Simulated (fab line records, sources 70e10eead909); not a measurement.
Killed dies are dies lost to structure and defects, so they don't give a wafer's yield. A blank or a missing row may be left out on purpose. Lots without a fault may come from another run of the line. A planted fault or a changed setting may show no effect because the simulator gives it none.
fab line records | flow nand_harc
record lots=5 wafers=15 last_day=24
route steps=1159 shown P_M1@296 END@1159
lots that met no fault: from a run of the same line without faults
start_h: hours from the record's first day to the start of the lot's first wafer shown | wait_h: hours since the lot's step before | " the same as in the row above | L1.1+2: a row that stands for several wafers | - no value, or no start given | * or withheld: withheld | < > ~ a bound
route shown NAME@n: a module of which the file shows steps, and the number in the route of the first | usual: mean/standard deviation of fault-free wafers | same: alike in all rows | chamber/n: place in a boat | sites: the reading at each site | _std_site: their standard deviation | _edge_site: outer sites' mean less inner sites' | radius_mm: how far each site lies from the wafer's centre | mask NAME#n: copy n | behind: the tool/chamber that last shaped the wafer | hold: why the lot was held/for how many hours/how that ended | device: the transistor (n, p or np) that didn't switch | end of line: the same wafers' tests at the end of the route | a step without rows: its recipe alone | killed: dies lost to structure and defects at the first sort, not the wafer's yield | map: a wafer's dies, x killed, . not, _ none there
set.NAME: the setting as run; set.NAME@STEP: as run at that earlier step | model.NAME: the simulator's own value behind a step, which no gauge read
lots at some steps of the route; a table a step, a row a wafer
services: from which hour (start_h, from the record's first day; less than 0 if before it) a tool's chamber was out of use, for how many hours, and why
## steps
# step NHARC_P_M1_OVL_MEAS_10
# recipe pitch_nm=260
# usual overlay_x_nm=-0.3/0.88 overlay_y_nm=0.1/0.99
# columns lot.wafer tool chamber start_h wait_h overlay_x_nm overlay_y_nm
L805.2 overlay-01 - 166.04 - -0.4 1.2
L805.3 " - " " 0.0 1.2
L805.5 " - " " -0.1 1.1
L804.2 overlay-02 - 168.42 - -0.8 0.3
L804.3 " - " " -0.5 -0.2
L804.5 " - " " -0.2 0.5
L809.2 overlay-01 - 197.32 - 0.5 -0.5
L809.4 " - " " 0.3 -0.3
L809.5 " - " " 0.4 -0.5
L817.2 overlay-01 - 232.57 - 1.1 -0.7
L817.5 " - " " 1.0 -0.3
L817.6 " - " " 0.5 -0.1
L819.1 overlay-02 - 244.00 - -0.5 -1.6
L819.3 " - " " 0.2 -1.5
L819.5 " - " " -0.3 -1.6
# step NHARC_P_M1_INSPECT_11
# usual raw_defect_count=4.2/2.5
# columns lot.wafer tool chamber start_h wait_h raw_defect_count
L805.2 defect_inspect-01 - 166.07 0.0 6
L805.3 " - " " 4
L805.5 " - " " 3
L804.2 defect_inspect-02 - 168.46 0.0 3
L804.3 " - " " 6
L804.5 " - " " 1
L809.2 defect_inspect-01 - 197.35 0.0 1
L809.4 " - " " 3
L809.5 " - " " 7
L817.2 defect_inspect-01 - 232.62 0.1 4
L817.5 " - " " 5
L817.6 " - " " 7
L819.1 defect_inspect-01 - 244.04 0.0 5
L819.3 " - " " 4
L819.5 " - " " 6
# step NHARC_P_M1_DESCUM_14
# recipe time_s=3 o2_flow_sccm=200 ar_flow_sccm=0 bias_power_w=0 chemistry=O2
# usual drypump_motor_current_A=5.8/0.42 oes_product_au=0.999/0.0089 rf_vpp_V=57.9/0.82 showerhead_plenum_p_Torr=1.90/0.067 throttle_valve_pct=11.310/0.0093
# columns lot.wafer tool chamber start_h wait_h drypump_motor_current_A oes_product_au rf_hours_counter_h rf_vpp_V showerhead_plenum_p_Torr throttle_valve_pct
L805.2 rie_diel-06 1 166.14 0.1 5.2 1.008 7 57.9 1.78 11.303
L805.3 " 3 " " 5.9 0.995 8 59.0 1.99 11.315
L805.5 " 1 " " 5.2 0.995 - 56.6 1.78 11.320
L804.2 rie_diel-01 1 168.52 0.1 5.8 0.987 1 57.3 1.87 11.299
L804.3 " 0 " " 5.9 1.012 1 57.7 1.90 11.326
L804.5 " 1 " " 5.8 0.990 - 56.7 1.87 11.310
L809.2 rie_diel-06 1 197.41 0.1 5.2 1.005 10 57.8 1.78 11.307
L809.4 " 2 " " 5.8 0.997 10 57.1 1.86 11.312
L809.5 " 2 " " 5.8 1.001 - 58.3 1.86 11.337
L817.2 rie_diel-11 2 232.70 0.1 6.3 1.000 1 58.0 1.99 11.325
L817.5 " 0 " " 6.3 0.993 - 58.4 1.91 11.306
L817.6 " 1 " " 6.1 0.986 - 58.4 1.99 11.326
L819.3 rie_diel-11 1 244.12 0.1 6.1 0.990 1 58.6 1.99 11.296
L819.1 " 2 " " 6.3 1.011 1 57.7 1.99 11.307
L819.5 " 3 " " 5.6 1.003 - 58.9 1.91 11.315
# step NHARC_P_M1_ETCH_35
# recipe target_depth_a=400 overetch_a=120 time_s=43.94 ion_energy_ev=200 n2_flow_sccm=150 h2_flow_sccm=150 ar_flow_sccm=0 rf_w=400 bias_w=150 chemistry=N2/H2
# step NHARC_P_M1_ETCH_15
# recipe target_depth_a=1825 time_s=91.2 c4f8_flow_sccm=withheld ar_flow_sccm=400 rf_w=600 bias_w=300 chemistry=C4F8/Ar
# step NHARC_P_M1_CD_MEAS_16
# usual cd_nm=130.2/0.77
# columns lot.wafer tool chamber start_h wait_h cd_nm
L805.2 cd_sem-01 - 166.44 - 128.0
L805.3 " - " " 129.7
L805.5 " - " " 129.6
L804.2 cd_sem-03 - 168.88 - 130.5
L804.3 " - " " 131.1
L804.5 " - " " 129.7
L809.2 cd_sem-03 - 197.72 - 131.3
L809.4 " - " " 130.9
L809.5 " - " " 130.3
L817.2 cd_sem-02 - 232.99 - 131.9
L817.5 " - " " 130.5
L817.6 " - " " 131.2
L819.1 cd_sem-03 - 244.40 - 131.2
L819.3 " - " " 131.3
L819.5 " - " " 130.6
# step NHARC_P_M1_STRIP_18
# recipe power_w=1000 n2_flow_sccm=150 h2_flow_sccm=150 ar_flow_sccm=0 bias_w=0 chemistry=N2/H2
# usual drypump_motor_current_A=5.8/0.4 h2_flow_sccm=150.0/0.49 oes_product_au=1.000/0.0084 rf_vpp_V=90.5/0.93 showerhead_plenum_p_Torr=2.01/0.073 throttle_valve_pct=14.172/0.0085
# columns lot.wafer tool chamber start_h wait_h drypump_motor_current_A h2_flow_sccm oes_product_au rf_hours_counter_h rf_vpp_V showerhead_plenum_p_Torr throttle_valve_pct
L805.3 rie_diel-01 0 166.51 0.1 5.9 149.3 1.009 0 91.6 2.02 14.167
L805.2 " 1 " " 5.8 149.5 1.002 1 89.6 1.99 14.169
L805.5 " 1 " " 5.8 150.4 0.990 - 91.2 1.99 14.177
L804.2 rie_diel-06 2 168.95 0.1 5.8 150.9 0.998 8 90.4 1.98 14.167
L804.3 " 0 " " 4.9 150.3 0.997 8 90.0 1.97 14.177
L804.5 " 3 " " 5.9 150.9 1.016 - 91.0 2.12 14.182
L809.2 rie_diel-06 0 197.82 0.1 5.0 148.9 1.002 10 91.7 1.97 14.182
L809.4 " 1 " " 5.2 149.7 0.996 10 90.9 1.89 14.180
L809.5 " 3 " " 5.9 149.0 1.009 - 90.1 2.12 14.171
L817.2 rie_diel-06 2 233.14 0.1 5.8 150.3 1.010 13 90.5 1.98 14.169
L817.6 " 3 " " 5.9 149.9 0.993 - 90.9 2.12 14.170
L817.5 " 0 " " 5.0 150.2 1.005 - 90.5 1.97 14.166
L819.3 rie_diel-11 0 244.48 0.1 6.3 149.7 0.994 1 89.5 2.04 14.172
L819.1 " 1 " " 6.1 150.4 0.975 1 91.1 2.12 14.169
L819.5 " 1 " " 6.0 150.2 0.986 - 89.2 2.12 14.169
# step NHARC_P_M1_ETCH_28
# recipe target_depth_a=300 over_etch_frac=0.3 time_s=72.99 ion_energy_ev=150 cf4_flow_sccm=50 n2_flow_sccm=100 ar_flow_sccm=150 rf_w=300 bias_w=100 chemistry=CF4/N2
# usual drypump_motor_current_A=5.8/0.43 oes_product_au=0.999/0.009 rf_vpp_V=313.7/1.8 showerhead_plenum_p_Torr=2.59/0.086 throttle_valve_pct=19.795/0.0083
# columns lot.wafer tool chamber start_h wait_h drypump_motor_current_A oes_product_au rf_hours_counter_h rf_vpp_V showerhead_plenum_p_Torr throttle_valve_pct
L805.2 rie_diel-01 0 - - 5.9 1.007 1 313.9 2.60 19.787
L805.3 " 1 " " 5.8 0.983 1 313.6 2.56 19.797
L805.5 " 1 " " 5.8 0.978 - 312.7 2.56 19.797
L804.2 rie_diel-06 1 - - 5.2 0.998 8 311.7 2.45 19.797
L804.3 " 0 " " 5.0 0.993 8 312.9 2.55 19.813
L804.5 " 2 " " 5.8 0.994 - 314.1 2.55 19.797
L809.2 rie_diel-06 0 - - 5.0 1.001 10 313.6 2.55 19.786
L809.4 " 2 " " 5.8 1.006 10 313.8 2.55 19.804
L809.5 " 3 " " 6.0 0.997 - 315.7 2.72 19.793
L817.2 rie_diel-06 2 - - 5.8 0.998 13 312.8 2.55 19.798
L817.6 " 0 " " 5.0 1.008 - 311.7 2.55 19.789
L817.5 " 1 " " 5.2 1.010 - 310.3 2.45 19.788
L819.1 rie_diel-11 1 - - 6.1 0.974 1 315.2 2.72 19.799
L819.3 " 2 " " 6.3 1.007 1 316.0 2.73 19.781
L819.5 " 0 " " 6.3 0.995 - 314.6 2.63 19.806
# step NHARC_P_M1_STRIP_19
# recipe time_s=600 temp_c=30 chemistry=post_etch_residue_remover
# step NHARC_P_M1_DEGAS_29
# recipe temp_c=250 time_s=60
# usual heater_power_w=343/43 susceptor_temp_C=250.01/0.18
# columns lot.wafer tool chamber start_h wait_h heater_power_w susceptor_temp_C
L805.3 pvd_sputter-02 - 167.25 - 385 250.42
L805.2 " - " " 312 249.94
L805.5 " - " " 411 250.20
L804.2 pvd_sputter-03 - 169.59 - 385 249.83
L804.3 " - " " 413 249.92
L804.5 " - " " 385 249.79
L809.2 pvd_sputter-01 - 198.45 - 350 249.82
L809.4 " - " " 298 250.01
L809.5 " - " " 337 250.05
L817.2 pvd_sputter-03 - 233.75 - 285 -
L817.6 " - " " 358 -
L817.5 " - " " 427 -
L819.1 pvd_sputter-01 - 245.13 - 358 250.06
L819.3 " - " " 290 249.63
L819.5 " - " " 348 249.76
# step NHARC_P_M1_PRE_CLEAN_30
# recipe time_s=30 temp_c=280 gas=H2/He
# step NHARC_P_M1_PVD_20
# recipe target_thk_a=50 bias_v=168.6 power_w=15000 chamber_pressure_pa=0.12 time_s=8.06 substrate_temp_c=50 material=TaN
# usual bias_v=168.7/1.5 cathode_dc_power_W=15000/2.8 throttle_valve_pct=30.1/0.57
# columns lot.wafer tool chamber start_h wait_h bias_v cathode_dc_power_W throttle_valve_pct
L805.3 pvd_sputter-02 - - - 167.9 14996 32.0
L805.2 " - " " 168.5 15000 29.5
L805.5 " - " " 166.3 15002 30.8
L804.2 pvd_sputter-03 - - - 167.4 15002 30.7
L804.3 " - " " 169.5 15002 30.1
L804.5 " - " " 171.0 14997 30.1
L809.2 pvd_sputter-01 - - - 167.8 14994 29.7
L809.4 " - " " 170.9 14998 29.7
L809.5 " - " " 169.8 15000 29.9
L817.2 pvd_sputter-03 - - - 167.1 14996 30.0
L817.5 " - " " 170.4 15001 30.5
L817.6 " - " " 169.4 15004 30.5
L819.3 pvd_sputter-01 - - - 167.6 14999 29.7
L819.1 " - " " 165.8 14995 29.6
L819.5 " - " " 168.7 15003 30.2
# step NHARC_P_M1_PVD_21
# recipe target_thk_a=300 chamber_pressure_pa=5 power_w=5000 substrate_temp_c=30 time_s=20.49 material=Cu
# usual cathode_dc_power_W=5000.1/0.82 chamber_pressure_pa=5.001/0.0097 throttle_valve_pct=30.0/0.58
# columns lot.wafer tool chamber start_h wait_h cathode_dc_power_W chamber_pressure_pa throttle_valve_pct
L805.2 pvd_sputter-02 - 167.46 - 4999.4 5.011 32.1
L805.3 " - " " 5001.1 5.003 30.6
L805.5 " - " " 4999.7 5.015 32.1
L804.2 pvd_sputter-03 - 169.81 - 5001.0 4.992 30.5
L804.3 " - " " 4999.9 5.023 30.4
L804.5 " - " " 5000.1 5.009 30.3
L809.4 pvd_sputter-01 - 198.66 - - - -
L809.2 " - " " - - -
L809.5 " - " " - - -
L817.2 pvd_sputter-03 - 233.98 - 4999.9 5.001 30.0
L817.6 " - " " 5001.1 5.005 30.3
L817.5 " - " " 5000.6 4.990 30.3
L819.1 pvd_sputter-01 - 245.35 - 5000.4 4.998 28.8
L819.3 " - " " 4999.7 4.982 29.7
L819.5 " - " " 4999.5 5.004 28.9
# step NHARC_P_M1_ECD_22
# recipe target_thk_a=4000 bath_temp_c=25 material=Cu
# step NHARC_END_SORT_01
# recipe temp_c=25
# usual defect_limited_yield=95.4/1.3 killed_at_array=27/8 killed_at_other=0.8/1.2 killed_at_periphery=3.3/2.3 killed_dies=31/8.8 killed_open=3.2/2.1 killed_short=2.1/1.4 sort_bin_2_pct=1.4/0.55 sort_bin_3_pct=0.25/0.2 sort_bin_4_pct=2.9/0.92 sort_n_pass=646/8.8 sort_rim_yield_pct=95.5/2.7 sort_yield_pct=95.4/1.3
# same gross_dies=677 sort_bin_5_pct[%]=0 sort_bin_6_pct[%]=0 sort_bin_7_pct[%]=0 sort_bin_8_pct[%]=0 sort_rim_n_gross=106.00
# columns lot.wafer tool chamber start_h wait_h defect_limited_yield[%] killed_at_array killed_at_other killed_at_periphery killed_dies killed_open killed_short sort_bin_2_pct[%] sort_bin_3_pct[%] sort_bin_4_pct[%] sort_n_pass sort_rim_yield_pct[%] sort_yield_pct[%]
L804.2 prober-01 0 491.95 2.8 95.9 22 0 6 28 4 3 1.5 0.30 2.4 649 97.2 95.9
L804.3 prober-01 0 492.76 3.1 95.0 27 0 7 34 3 1 1.3 0.30 3.4 643 92.5 95.0
L804.5 prober-01 0 494.37 3.7 97.0 18 0 2 20 0 3 1.0 0.15 1.8 657 94.3 97.0
L809.2 prober-01 0 509.25 2.8 0 19 1 657 677 2 3 97.3 0.15 2.5 0 0 0
L809.4 prober-01 0 510.85 3.4 0 18 6 653 677 5 1 97.0 0.30 2.7 0 0 0
L809.5 prober-01 0 511.65 3.7 0 26 4 647 677 3 2 97.3 0.44 2.2 0 0 0
# killed by level:class
L804.2 A_SLIT:chamber_film_flake=12 A_CHANNEL_HOLE_D1:chamber_film_flake=4 P_BONDPAD:chamber_film_flake=2 A_CONTACT:chamber_film_flake=2 P_STI:geometric_particle:open=1 P_M0:geometric_particle:open=1 P_M1:geometric_particle:short=1 P_M2:geometric_particle:open=1
L804.3 A_SLIT:chamber_film_flake=12 A_CONTACT:chamber_film_flake=5 A_CHANNEL_HOLE_D1:chamber_film_flake=4 P_BONDPAD:chamber_film_flake=3 P_GATE:chamber_film_flake=2 A_ZERO_WELL:chamber_film_flake=2 P_CONTACT:geometric_particle:open=1 A_ONON_D1:geometric_particle:open=1
L804.5 A_SLIT:chamber_film_flake=9 A_CHANNEL_HOLE_D1:chamber_film_flake=3 A_CHANNEL_FILL_D1:chamber_film_flake=2 A_SGD_CUT:geometric_particle:short=1 A_CONTACT:geometric_particle:short=1 A_M0:geometric_particle:short=1 P_GATE:chamber_film_flake=1 P_M1:chamber_film_flake=1
L809.2 P_M1:area_pvd=656 A_SLIT:chamber_film_flake=8 A_CONTACT:chamber_film_flake=3 A_SGD_CUT:geometric_particle:short=2 A_WL_FILL:chamber_film_flake=2 A_CHANNEL_FILL_D1:geometric_particle:short=1 A_WL_FILL:geometric_particle:open=1 A_CONTACT:geometric_particle:open=1
L809.4 P_M1:area_pvd=649 A_SLIT:chamber_film_flake=8 THIN_TSV:chamber_film_flake=6 A_CHANNEL_HOLE_D1:chamber_film_flake=5 P_M0:geometric_particle:open=2 P_M1:geometric_particle:open=1 A_SGD_CUT:geometric_particle:open=1 A_WL_FILL:geometric_particle:short=1
L809.5 P_M1:area_pvd=643 A_SLIT:chamber_film_flake=18 A_CHANNEL_HOLE_D1:chamber_film_flake=5 THIN_TSV:chamber_film_flake=3 P_STI:chamber_film_flake=2 P_STI:geometric_particle:short=1 P_CONTACT:geometric_particle:open=1 A_WL_FILL:geometric_particle:open=1
# map L809.2 (x killed, . not)
____________x____________
_________xxxxxxx_________
_______xxxxxxxxxxx_______
______xxxxxxxxxxxxx______
_____xxxxxxxxxxxxxxx_____
____xxxxxxxxxxxxxxxxx____
____xxxxxxxxxxxxxxxxx____
___xxxxxxxxxxxxxxxxxxx___
___xxxxxxxxxxxxxxxxxxx___
__xxxxxxxxxxxxxxxxxxxxx__
__xxxxxxxxxxxxxxxxxxxxx__
_xxxxxxxxxxxxxxxxxxxxxxx_
_xxxxxxxxxxxxxxxxxxxxxxx_
_xxxxxxxxxxxxxxxxxxxxxxx_
_xxxxxxxxxxxxxxxxxxxxxxx_
_xxxxxxxxxxxxxxxxxxxxxxx_
xxxxxxxxxxxxxxxxxxxxxxxxx
xxxxxxxxxxxxxxxxxxxxxxxxx
xxxxxxxxxxxxxxxxxxxxxxxxx
xxxxxxxxxxxxxxxxxxxxxxxxx
xxxxxxxxxxxxxxxxxxxxxxxxx
_xxxxxxxxxxxxxxxxxxxxxxx_
_xxxxxxxxxxxxxxxxxxxxxxx_
_xxxxxxxxxxxxxxxxxxxxxxx_
_xxxxxxxxxxxxxxxxxxxxxxx_
_xxxxxxxxxxxxxxxxxxxxxxx_
__xxxxxxxxxxxxxxxxxxxxx__
__xxxxxxxxxxxxxxxxxxxxx__
___xxxxxxxxxxxxxxxxxxx___
___xxxxxxxxxxxxxxxxxxx___
____xxxxxxxxxxxxxxxxx____
____xxxxxxxxxxxxxxxxx____
_____xxxxxxxxxxxxxxx_____
______xxxxxxxxxxxxx______
_______xxxxxxxxxxx_______
_________xxxxxxx_________
____________x____________
# map L805.5 (x killed, . not)
____________.____________
_________......._________
_______..........._______
______.............______
_____..............._____
____.................____
____.x...............____
___.....x.............___
___...x...x...........___
__..xxx................__
__x....................__
_.x...xx...x............_
_.......x..............._
_....xx......x..x......._
_......................._
_......................._
..............xx.........
...........x..x..........
............xx...x.......
............x.x..x.......
...........x.x....x......
_...........xx.........._
_................x......_
_...............x......._
_................x......_
_......................._
__.............x.......__
__.x..x................__
___...................___
___...x...............___
____.................____
____.................____
_____..............._____
______.............______
_______..........._______
_________......._________
____________.____________
## services
# columns tool chamber start_h hours kind
rie_diel-06 0 147.15 - clean
rie_diel-06 1 147.15 - clean
rie_diel-06 2 147.15 - clean
rie_diel-06 3 147.15 - clean
pvd_sputter-01 - 158.04 10.0 pm
rie_diel-01 3 165.38 4.7 repair
rie_diel-06 0 171.65 - clean
rie_diel-06 1 171.65 - clean
rie_diel-06 2 171.65 - clean
rie_diel-06 3 171.65 - clean
rie_diel-06 0 174.83 3.5 repair
rie_diel-11 - 189.50 9.0 pm
rie_diel-06 0 196.15 - clean
rie_diel-06 1 196.15 - clean
rie_diel-06 2 196.15 - clean
rie_diel-06 3 196.15 - clean
rie_diel-06 1 213.43 2.9 repair
pvd_sputter-02 - 214.00 10.0 pm
rie_diel-06 0 220.65 - clean
rie_diel-06 1 220.65 - clean
rie_diel-06 2 220.65 - clean
rie_diel-06 3 220.65 - clean
rie_diel-06 - 241.65 9.0 pm
rie_diel-06 0 241.65 9.0 vent_cycle
## key
first_sign step=NHARC_P_M1_PVD_21 reading=tool_record direction=missing
effect step=NHARC_END_SORT_01 reading=killed_at_periphery direction=up sigmas=99+ usual=3.3 struck=652.3
more_kills_born_at NHARC_P_M1_PVD_21@pvd_sputter-01=1947
met_at NHARC_P_M1_PVD_21
struck_wafers L809.2,L809.4,L809.5
later_rows_left_out L809.2,L809.4,L809.5
onset_between 169.81 198.66
fault kind=skipped_step_whole tool=pvd_sputter-01,pvd_sputter-02,pvd_sputter-03 chamber=- onset_h=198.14 steps=NHARC_P_M1_PVD_21 scope=struck_lots_only
# later_rows_left_out: the simulator's readings of these wafers behind a module that went badly wrong aren't trusted and aren't shown, but for the sort
